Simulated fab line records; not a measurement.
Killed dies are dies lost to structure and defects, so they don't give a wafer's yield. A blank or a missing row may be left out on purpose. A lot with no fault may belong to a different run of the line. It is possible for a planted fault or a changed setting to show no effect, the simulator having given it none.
Code-filled problem report in 8D (eight disciplines) form || flow nand-harc || the parts of the form that need people (team, actions taken, sign-off) are left out

## 1. THE PROBLEM
Mean of developer-temp-C at NHARC_P_M1_DEVELOP_08: 22.17 C over 3 wafers from 1 lot, against 23.00 C (standard deviation 0.12) on wafers with no fault. Relative to the usual mean, that is a shift of -6.9 standard deviations.
The step: develop time 35 s.
First observed at day 8 14:00: wafer L504.3, on litho-track-01. At this step, 39 wafers from 13 lots have a number in the record. Rule for "out", or "out of limits": more than 4 standard deviations from the usual mean. The other wafers with a number count as sound.

## 2. WHAT IT IS, AND WHAT IT ISN'T
{"question": "which readings at this step", "is": "developer-temp-C", "is not": "-"}
{"question": "which lots", "is": "L504", "is not": "L501, L502, L503, L508, L509, L510, L512, L513, L514, L516, L518, L520"}
{"question": "which wafers of those lots", "is": "all that have a number", "is not": "-"}
{"question": "read on which tools", "is": "litho-track-01", "is not": "litho-track-04, litho-track-06"}
{"question": "when", "is": "from day 8 14:00", "is not": "up to then (9 sound wafers); but 27 sound wafers of L508, L509, L510, L512, L513, L514, L516, L518, L520 came after"}

## 3. THE SUSPECTS, EACH WITH WHAT RULES IT OUT
Counting: a tool stays on the suspect list if, at a process step up to the reading, it processed all lots that are out and no sound lot following the first of them.
- pvd-sputter-02 at NHARC_P_M0_PVD_20 (deposits TaN, target thk 5 nm, time 8.06 s): ruled out as a lasting fault. The sound lots L509, L512, L513, L520 went through it after L504, its earliest lot that is out (day 8 14:00). NHARC_P_M0_PVD_20: start missing for some lots; hours and lot order therefore follow NHARC_P_M1_DEVELOP_08.
- litho-track-01 at NHARC_P_M1_DEVELOP_08 (develop time 35 s): kept. It ran the lot that is out, L504 (day 8 14:00), and no sound lot after that; its last sound lot up to then is L503 (day 8 13:00). Its own developer-temp-C readings are out on those wafers.
The count leaves litho-track-01 at NHARC_P_M1_DEVELOP_08.

## 4. THE CAUSE (what the simulator had put in)
Process parameter drift: litho-track-01, from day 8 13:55 on, at NHARC_P_M1_DEVELOP_08. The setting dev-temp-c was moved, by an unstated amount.
Counting left only this tool.

## 5. SEQUENCE OF EFFECTS, ordered by route
Each row: a reading whose mean over the struck wafers that have a number lies more than 3 standard deviations from the usual. Scope: only readings with a usual standard deviation given in the record; hours: median across lots of the time from each lot's start at the first step in this table that gives one to its start at this step; sigmas: change in usual standard deviations.
{"hours": 0, "step": "NHARC_P_M1_DEVELOP_08", "reading": "developer-temp-C", "usual": "23.00 C", "on struck wafers": 22.17, "change": -0.83, "sigmas": -6.9}
Process steps it contains:
- NHARC_P_M1_DEVELOP_08: develop time 35 s.
Later steps that measure or inspect, where all struck wafers having a row at the step show a number for every such reading and not one has moved that far: NHARC_P_M1_OVL_MEAS_10, NHARC_P_M1_INSPECT_11.

## 6. HOW IT WOULD HAVE BEEN CAUGHT EARLIER
In this record no reading fell out of limits until day 8 14:00, 0 hours after the fault had begun at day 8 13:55.
